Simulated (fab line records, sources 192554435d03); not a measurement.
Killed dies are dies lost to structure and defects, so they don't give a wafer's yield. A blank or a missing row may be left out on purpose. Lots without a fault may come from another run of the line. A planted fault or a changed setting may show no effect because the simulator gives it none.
Chamber matching | flow n5_finfet | N5_FIN_CUT_CUT_ETCH_28 on rie_si-06: 4 sister chambers
The step etches Si in HBr/Cl2/O2, target depth 6 nm, time 2.4 s. 4 wafers are shown with their chamber, then 11 later ones without.

WAFERS WITH THEIR CHAMBER
wafer  | chamber | throttle_valve_pct (%)
L088.4 | 1       | 37.33
L090.2 | 3       | 37.53
L090.6 | 0       | 36.94
L091.1 | 2       | 36.68

WAFERS WITHOUT THEIR CHAMBER
wafer  | throttle_valve_pct (%)
L091.3 | 36.94
L091.6 | 37.33
L095.4 | 37.53
L095.5 | 37.53
L095.6 | 36.95
L096.2 | 37.34
L096.3 | 36.95
L096.6 | 36.68
L097.1 | 36.66
L097.2 | 36.95
L097.5 | 37.53

WHICH CHAMBER EACH WENT THROUGH
wafer  | from the rows above | in truth
L091.3 | 0                   | 0
L091.6 | 1                   | 1
L095.4 | 3                   | 3
L095.5 | 3                   | 3
L095.6 | 0                   | 0
L096.2 | 1                   | 1
L096.3 | 0                   | 0
L096.6 | 2                   | 2
L097.1 | 2                   | 2
L097.2 | 0                   | 0
L097.5 | 3                   | 3
Placed correctly: 11 of 11. Can't be placed from these rows: 0. Placed wrongly: 0.
How it was worked out, from the rows above alone: a wafer's distance from a chamber is the root of the sum, over the readings, of the square of ((its reading less the chamber's mean) divided by the reading's scatter). The wafer belongs to the nearest chamber; if the next one is less than 2 further off, it can't be placed. A chamber's mean is the mean of its shown wafers. The scatter: with one shown wafer a chamber, the root of the mean of the squares of how far each hidden wafer lies from its nearest shown one.
